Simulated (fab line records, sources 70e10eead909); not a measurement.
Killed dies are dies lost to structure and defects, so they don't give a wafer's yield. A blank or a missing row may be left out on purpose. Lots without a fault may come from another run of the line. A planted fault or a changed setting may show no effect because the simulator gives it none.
fab line records | flow nand_harc
record lots=13 wafers=35 last_day=25
route steps=1159 shown A_STAIRCASE@553 A_SGD_CUT@761 END@1159
lots that met no fault: from a run of the same line without faults
start_h: hours from the record's first day to the start of the lot's first wafer shown | wait_h: hours since the lot's step before | " the same as in the row above | L1.1+2: a row that stands for several wafers | - no value, or no start given | * or withheld: withheld | < > ~ a bound
route shown NAME@n: a module of which the file shows steps, and the number in the route of the first | usual: mean/standard deviation of fault-free wafers | same: alike in all rows | chamber/n: place in a boat | sites: the reading at each site | _std_site: their standard deviation | _edge_site: outer sites' mean less inner sites' | radius_mm: how far each site lies from the wafer's centre | mask NAME#n: copy n | behind: the tool/chamber that last shaped the wafer | hold: why the lot was held/for how many hours/how that ended | device: the transistor (n, p or np) that didn't switch | end of line: the same wafers' tests at the end of the route | a step without rows: its recipe alone | killed: dies lost to structure and defects at the first sort, not the wafer's yield | map: a wafer's dies, x killed, . not, _ none there
set.NAME: the setting as run; set.NAME@STEP: as run at that earlier step | model.NAME: the simulator's own value behind a step, which no gauge read
steps of the route over a sample of lots; a table a step, a row a wafer
services: from which hour (start_h, from the record's first day; less than 0 if before it) a tool's chamber was out of use, for how many hours, and why
## steps
# step NHARC_A_STAIRCASE_ETCH_17
# recipe target_depth_a=1000 time_s=40.5 ion_energy_ev=400 c4f8_flow_sccm=20 o2_flow_sccm=10 ar_flow_sccm=withheld rf_w=600 bias_w=1000 chemistry=C4F8/O2
# usual oes_product_au=0.938/0.0099 rf_vpp_V=895/6.1
# columns lot.wafer tool chamber start_h wait_h oes_product_au rf_hours_counter_h rf_vpp_V
L330.4 rie_diel-05 1 238.99 - 0.942 31 889
L330.3 " 0 " " 0.935 29 890
L330.5 " 2 " " 0.944 - 896
L332.2 rie_diel-04 2 246.05 - 0.954 48 905
L332.3 " 1 " " 0.933 46 896
L332.6 " 3 " " 0.943 - 900
L331.2 rie_diel-05 0 247.41 - 0.926 31 888
L331.4 " 1 " " 0.926 33 891
L331.5 " 2 " " 0.925 - 896
L335.1 rie_diel-05 2 252.46 - 0.936 29 896
L335.4 " 3 " " 0.948 32 906
L335.5 " 1 " " 0.942 - 888
L338.1 rie_diel-04 3 288.14 - 0.923 61 900
L343.2 rie_diel-04 3 313.43 - 0.927 7 899
L341.1 rie_diel-06 0 320.20 - 0.935 26 888
L341.3 " 1 " " 0.953 27 887
L341.2 " 2 " " 0.924 26 888
L345.3 rie_diel-06 0 326.59 - 0.930 28 888
L345.5 " 0 " " 0.937 - 886
L345.6 " 1 " " 0.959 - 889
L347.3 rie_diel-06 1 332.90 - 0.946 33 888
L347.4 " 3 " " 0.929 32 901
L347.5 " 2 " " 0.924 - 889
L346.4 rie_diel-06 1 333.10 - 0.940 33 889
L346.1 " 3 " " 0.946 32 899
L346.5 " 1 " " 0.952 - 888
L349.1 rie_diel-06 0 347.08 - 0.933 36 887
L349.3 " 2 " " 0.915 37 888
L349.5 " 3 " " 0.938 - 899
L351.1 rie_diel-06 2 374.99 - 0.934 48 889
L351.3 " 1 " " 0.947 47 887
L351.5 " 3 " " 0.954 - 900
L352.2 rie_diel-04 2 380.65 - 0.934 22 905
L352.4 " 0 " " 0.933 31 899
L352.5 " 2 " " 0.948 - 904
# step NHARC_A_STAIRCASE_ETCHBACK_416
# recipe target_depth_a=360 time_s=7.2 c4f8_flow_sccm=withheld o2_flow_sccm=8 ar_flow_sccm=withheld rf_w=600 bias_w=800 chemistry=C4F8/O2/Ar
# usual oes_product_au=0.938/0.029 rf_vpp_V=722/5
# columns lot.wafer tool chamber start_h wait_h oes_product_au rf_hours_counter_h rf_vpp_V
L330.3 rie_diel-05 3 - - 1.007 40 731
L330.4 " 1 " " 0.986 42 718
L330.5 " 2 " " 0.995 - 722
L332.2 rie_diel-06 1 - - 0.924 10 718
L332.3 " 3 " " 0.932 8 728
L332.6 " 0 " " 0.929 - 716
L331.4 rie_diel-04 1 - - 0.926 57 722
L331.2 " 0 " " 0.925 55 725
L331.5 " 1 " " 0.915 - 724
L335.4 rie_diel-05 1 - - 0.916 45 719
L335.1 " 3 " " 0.923 44 731
L335.5 " 1 " " 0.917 - 718
L338.1 rie_diel-04 3 - - 0.988 8 727
L343.2 rie_diel-04 2 - - 1.016 8 731
L341.1 rie_diel-06 1 - - 0.934 37 717
L341.2 " 2 " " 0.918 37 717
L341.3 " 3 " " 0.928 36 727
L345.3 rie_diel-05 3 - - 1.015 2 730
L345.6 " 0 " " 1.008 - 717
L345.5 " 1 " " 1.006 - 719
L347.4 rie_diel-04 0 - - 0.930 25 727
L347.3 " 3 " " 0.925 26 726
L347.5 " 1 " " 0.936 - 721
L346.1 rie_diel-05 3 - - 0.938 5 730
L346.4 " 0 " " 0.937 5 716
L346.5 " 2 " " 0.914 - 723
L349.1 rie_diel-06 1 - - 0.924 47 718
L349.3 " 2 " " 0.913 48 718
L349.5 " 3 " " 0.920 - 726
L351.1 rie_diel-06 1 401.98 1.7 0.931 58 717
L351.3 " 3 " " 0.931 58 726
L351.5 " 1 " " 0.925 - 718
L352.2 rie_diel-05 2 - - 0.910 21 722
L352.4 " 3 " " 0.926 20 731
L352.5 " 2 " " 0.918 - 721
# step NHARC_A_STAIRCASE_DEP_417
# recipe target_thk_a=600 step_coverage_pct=20 temp_c=400 target_thk_nm=60 flow_sccm=200 rf_w=450 material=Si3N4
# usual heater_power_w=729/110
# columns lot.wafer tool chamber start_h wait_h heater_power_w
L330.3 pecvd-03 0 266.20 - 611
L330.4 " 1 " " 758
L330.5 " 2 " " 718
L332.2 pecvd-03 0 270.72 - 652
L332.3 " 1 " " 834
L332.6 " 1 " " 804
L331.2 pecvd-04 0 272.11 - 685
L331.5 " 1 " " 682
L331.4 " 2 " " 590
L335.1 pecvd-04 1 281.96 - 655
L335.4 " 2 " " 670
L335.5 " 0 " " 779
L338.1 pecvd-02 2 317.57 - 884
L343.2 pecvd-04 2 340.13 - 623
L341.3 pecvd-02 1 347.74 - 560
L341.2 " 2 " " 887
L341.1 " 0 " " 824
L345.3 pecvd-03 1 352.94 - 721
L345.5 " 2 " " 763
L345.6 " 1 " " 689
L347.3 pecvd-03 0 357.55 - 734
L347.4 " 2 " " 673
L347.5 " 0 " " 734
L346.1 pecvd-04 1 360.13 - 666
L346.4 " 0 " " 820
L346.5 " 1 " " 665
L349.1 pecvd-04 0 373.68 - 793
L349.3 " 1 " " 665
L349.5 " 2 " " 611
L351.1 pecvd-02 0 402.16 - 1022
L351.3 " 2 " " 757
L351.5 " 1 " " 587
L352.2 pecvd-02 2 408.77 - 883
L352.4 " 0 " " 998
L352.5 " 1 " " 637
# step NHARC_A_SGD_CUT_DESCUM_14
# recipe time_s=3 o2_flow_sccm=200 ar_flow_sccm=0 bias_power_w=0 chemistry=O2
# usual drypump_motor_current_A=5.8/0.5 oes_product_au=0.997/0.0095 rf_vpp_V=57.6/0.9 showerhead_plenum_p_Torr=1.87/0.082 throttle_valve_pct=11.311/0.0084
# columns lot.wafer tool chamber start_h wait_h hold drypump_motor_current_A oes_product_au rf_hours_counter_h rf_vpp_V showerhead_plenum_p_Torr throttle_valve_pct
L330.4 rie_diel-03 0 310.79 0.1 - 5.5 0.972 8 56.8 1.78 11.313
L330.3 " 1 " " - 5.4 0.988 9 56.9 1.84 11.315
L330.5 " 1 " " - 5.4 0.978 - 56.3 1.84 11.305
L331.4 rie_diel-07 1 310.97 0.1 - 5.7 0.993 5 57.0 1.79 11.313
L331.2 " 2 " " - 6.5 1.003 4 58.0 1.88 11.319
L331.5 " 1 " " - 5.7 1.001 - 57.2 1.79 11.313
L332.3 rie_diel-12 0 310.99 0.1 - 5.7 0.996 12 56.1 1.79 11.302
L332.2 " 3 " " - 5.0 1.006 12 57.8 1.84 11.309
L332.6 " 1 " " - 5.1 1.003 - 58.9 1.84 11.322
L335.1 rie_diel-07 3 325.10 0.1 - 6.6 1.000 6 58.5 1.82 11.316
L335.4 " 2 " " - 6.5 0.998 - 56.4 1.88 11.322
L335.5 " 3 " " - 6.6 0.997 - 58.5 1.82 11.305
L338.1 rie_diel-12 1 363.12 2.6 await_dispo/2.5h/release 5.2 1.013 16 58.4 1.84 11.313
L341.1 rie_diel-07 0 392.38 0.1 - 5.4 0.994 9 57.3 1.97 11.310
L341.2 " 2 " " - 6.5 0.997 11 56.0 1.88 11.309
L341.3 " 3 " " - 6.7 1.001 11 57.5 1.82 11.329
L345.3 rie_diel-07 0 392.79 0.1 - 5.4 1.004 10 58.4 1.97 11.306
L345.5 " 1 " " - 5.7 1.000 - 56.7 1.79 11.315
L345.6 " 2 " " - 6.6 1.006 - 57.1 1.88 11.314
L343.2 rie_diel-03 0 401.31 18.9 await_dispo/10.5h/release 5.5 0.983 14 57.9 1.78 11.305
L346.4 rie_diel-12 0 404.66 0.1 - 5.7 1.010 3 57.4 1.79 11.309
L346.1 " 1 " " - 5.1 0.996 3 58.4 1.84 11.304
L346.5 " 1 " " - 5.1 1.004 - 56.5 1.84 11.304
L347.4 rie_diel-03 3 404.97 0.1 - 5.7 1.004 0 57.4 2.00 11.302
L347.3 " 2 " " - 6.3 0.998 1 57.7 1.96 11.311
L347.5 " 0 " " - 5.5 0.975 - 58.3 1.78 11.306
L349.3 rie_diel-12 0 420.53 0.1 - 5.7 1.004 4 56.1 1.79 11.312
L349.1 " 2 " " - 6.1 0.990 2 57.9 2.02 11.301
L349.5 " 0 " " - 5.7 1.007 - 57.8 1.79 11.310
L351.3 rie_diel-12 2 456.89 0.1 - 6.2 0.990 5 57.9 2.02 11.325
L351.1 " 3 " " - 5.0 0.998 6 56.5 1.83 11.320
L351.5 " 1 " " - 5.1 1.008 - 57.8 1.84 11.304
L352.4 rie_diel-03 2 457.39 0.1 - 6.3 1.002 7 56.8 1.95 11.307
L352.2 " 0 " " - 5.5 0.993 5 57.9 1.78 11.296
L352.5 " 3 " " - 5.7 1.016 - 58.5 2.00 11.301
# step NHARC_A_SGD_CUT_CMP_21
# recipe target_thk_nm=148.19
# usual motor_current_A=12.0/1 slurry_filter_dp_kPa=13.50/0.14 time_to_endpoint_s=50.6/2.6
# columns lot.wafer tool chamber start_h wait_h motor_current_A slurry_filter_dp_kPa time_to_endpoint_s
L330.4 cmp-01 2 317.16 0.4 12.2 13.46 53.1
L330.3 " 1 " " 9.9 13.80 55.1
L330.5 " 3 " " 12.5 13.24 55.0
L331.4 cmp-03 1 317.21 0.4 11.2 13.32 50.1
L331.2 " 2 " " 11.2 13.54 50.0
L331.5 " 3 " " 13.1 13.58 51.6
L332.2 cmp-01 2 317.33 0.5 12.8 13.66 48.9
L332.3 " 0 " " 11.8 13.52 54.7
L332.6 " 1 " " 9.8 13.59 54.6
L335.1 cmp-02 0 331.32 0.4 13.3 13.44 50.8
L335.4 " 1 " " 12.6 13.42 52.1
L335.5 " 0 " " 13.3 13.24 53.6
L338.1 cmp-02 0 366.06 0.4 14.0 13.46 52.8
L341.2 cmp-01 1 398.09 0.4 9.9 13.21 49.3
L341.1 " 2 " " 12.7 13.45 48.2
L341.3 " 3 " " 11.4 13.31 47.6
L345.3 cmp-02 1 398.11 0.4 11.5 13.64 47.5
L345.5 " 1 " " 12.6 13.71 49.6
L345.6 " 2 " " 12.7 13.44 47.6
L343.2 cmp-03 3 404.58 0.4 13.5 13.35 52.3
L346.4 cmp-03 1 410.33 0.4 11.4 13.40 51.4
L346.1 " 3 " " 14.3 13.33 52.4
L346.5 " 1 " " 12.2 13.30 54.3
L347.4 cmp-01 2 410.33 0.4 12.2 13.44 48.6
L347.3 " 3 " " 12.4 13.52 45.9
L347.5 " 3 " " 13.0 13.33 48.9
L349.1 cmp-03 3 426.21 0.4 13.8 13.50 52.3
L349.3 " 0 " " 12.5 13.41 52.7
L349.5 " 3 " " 13.6 13.75 51.5
L351.3 cmp-03 2 462.55 0.4 11.6 13.58 51.0
L351.1 " 3 " " 13.9 13.35 48.6
L351.5 " 3 " " 13.8 13.63 48.5
L352.2 cmp-02 1 462.70 0.5 12.3 13.20 50.5
L352.4 " 3 " " 11.2 13.69 49.8
L352.5 " 1 " " 13.0 13.64 48.9
# step NHARC_END_SORT_01
# recipe temp_c=25
# usual killed_at_array=28/11 killed_at_other=0.7/1.1 killed_at_periphery=2.9/2 killed_dies=32/11 killed_open=3.2/1.8 killed_short=2.0/1.4
# same gross_dies=677
# columns lot.wafer tool chamber start_h wait_h killed_at_array killed_at_other killed_at_periphery killed_dies killed_open killed_short
L338.1 prober-02 0 502.22 2.5 97 4 4 105 3 1
L343.2 prober-01 0 534.60 2.8 108 1 2 111 2 6
# killed by level:class
L338.1 A_STAIRCASE:unspecified=74 A_CHANNEL_HOLE_D1:chamber_film_flake=17 A_STAIRCASE:chamber_film_flake=4 THIN_TSV:chamber_film_flake=4 P_CONTACT:geometric_particle:open=2 P_STI:geometric_particle:open=1 A_WL_FILL:geometric_particle:short=1 P_ZERO_WELL:chamber_film_flake=1
L343.2 A_STAIRCASE:unspecified=80 A_SLIT:chamber_film_flake=12 A_CHANNEL_HOLE_D1:chamber_film_flake=6 A_CONTACT:chamber_film_flake=3 A_CHANNEL_FILL_D1:geometric_particle:short=2 P_CONTACT:geometric_particle:open=1 P_M0:geometric_particle:short=1 A_ONON_D1:geometric_particle:short=1
## services
# columns tool chamber start_h hours kind
rie_diel-06 1 215.78 28.6 repair
rie_diel-07 - 225.36 2.6 repair
pecvd-03 0 226.21 5.2 repair
rie_diel-07 - 228.20 9.0 pm
rie_diel-06 - 242.80 9.0 pm
cmp-03 - 254.09 4.0 pm
pecvd-04 - 269.95 1.4 repair
rie_diel-04 - 275.37 1.1 repair
cmp-01 - 277.50 4.0 pm
rie_diel-04 - 289.03 9.0 pm
rie_diel-12 - 295.60 0.4 repair
rie_diel-06 0 298.58 3.3 repair
rie_diel-12 1 300.57 6.0 repair
rie_diel-04 2 307.44 18.4 repair
rie_diel-05 - 340.60 9.0 pm
cmp-03 - 352.09 4.0 pm
pecvd-04 - 376.32 13.0 pm
rie_diel-12 - 379.43 9.0 pm
rie_diel-12 2 390.66 11.2 repair
rie_diel-04 3 419.08 20.6 repair
rie_diel-06 - 419.80 9.0 pm
rie_diel-12 1 435.64 4.4 repair
cmp-03 - 436.45 0.8 repair
cmp-03 - 450.09 4.0 pm
## key
first_sign step=NHARC_END_SORT_01 reading=killed_at_array direction=up sigmas=6.8 usual=28 struck=102
effect step=NHARC_END_SORT_01 reading=killed_dies direction=up sigmas=6.7 usual=32 struck=108
more_kills_born_at NHARC_A_STAIRCASE_ETCH_17@rie_diel-04=154
met_at NHARC_A_STAIRCASE_ETCH_17
struck_lots L338,L343
struck_wafers L338.1,L343.2
tester_left_out L338,L343
not_acting_at NHARC_A_STAIRCASE_ETCHBACK_416,NHARC_A_STAIRCASE_DEP_417,NHARC_A_SGD_CUT_CMP_21
onset_between 246.05 288.14
fault kind=chamber_particle_source tool=rie_diel-04 chamber=3 onset_h=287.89 steps=NHARC_A_STAIRCASE_ETCH_17 rate_per_visit_cm2=0.58702 end_h=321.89
# tester_left_out: of these lots the tester's yield and bins aren't shown, on N5 and GAA mostly nor the transistor test; their killed dies are dies lost to structure and defects alone, not to doping, threshold or leakage, so they don't give the yield
